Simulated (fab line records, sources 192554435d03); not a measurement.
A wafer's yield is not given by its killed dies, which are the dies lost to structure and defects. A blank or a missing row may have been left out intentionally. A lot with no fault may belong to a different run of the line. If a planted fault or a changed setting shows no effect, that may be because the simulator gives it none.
Matching of chambers | flow n5-finfet | N5_HKMG_FIN_ETCH_35 on rie-diel-05 has 4 sister chambers
The step etches SOC in N2/H2, target depth 215.8 nm, time 243.4 s. 4 wafers are shown with their chamber, then 7 later ones without.

## EACH WAFER AND ITS CHAMBER
wafer  | chamber | throttle-valve-pct (%)
L088.4 | 1       | 17.2
L088.5 | 0       | 17.9
L092.1 | 3       | 18.2
L092.3 | 2       | 18.0

## WAFERS WHOSE CHAMBER IS MISSING
wafer  | throttle-valve-pct (%)
L092.4 | 17.2
L095.1 | 17.9
L095.4 | 18.2
L095.6 | 17.9
L097.2 | 17.9
L097.5 | 17.6
L097.6 | 18.2

## WHICH CHAMBER EACH WENT THROUGH
wafer  | from the rows above          | in truth
L092.4 | 1                            | 1
L095.1 | can't be placed: 0 or 2      | 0
L095.4 | can't be placed: 3 or 2      | 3
L095.6 | can't be placed: 0 or 2      | 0
L097.2 | can't be placed: 0 or 2      | 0
L097.5 | can't be placed: 0 or 2 or 1 | 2
L097.6 | can't be placed: 3 or 2      | 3
Correctly placed: 1 of 7. Not placeable from these rows: 6 (in 6, the candidates include the true chamber). Wrongly placed: 0.
How it was worked out, from the rows above alone: a wafer's distance from a chamber is the root of the sum, over the readings, of the square of ((its reading less the chamber's mean) divided by the reading's scatter). If the next closest chamber is less than 2 further off than the closest, the wafer can't be placed; otherwise it belongs to the closest. A chamber's mean is the mean of its shown wafers. The scatter: with one shown wafer a chamber, the root of the mean of the squares of how far each hidden wafer lies from its nearest shown one.
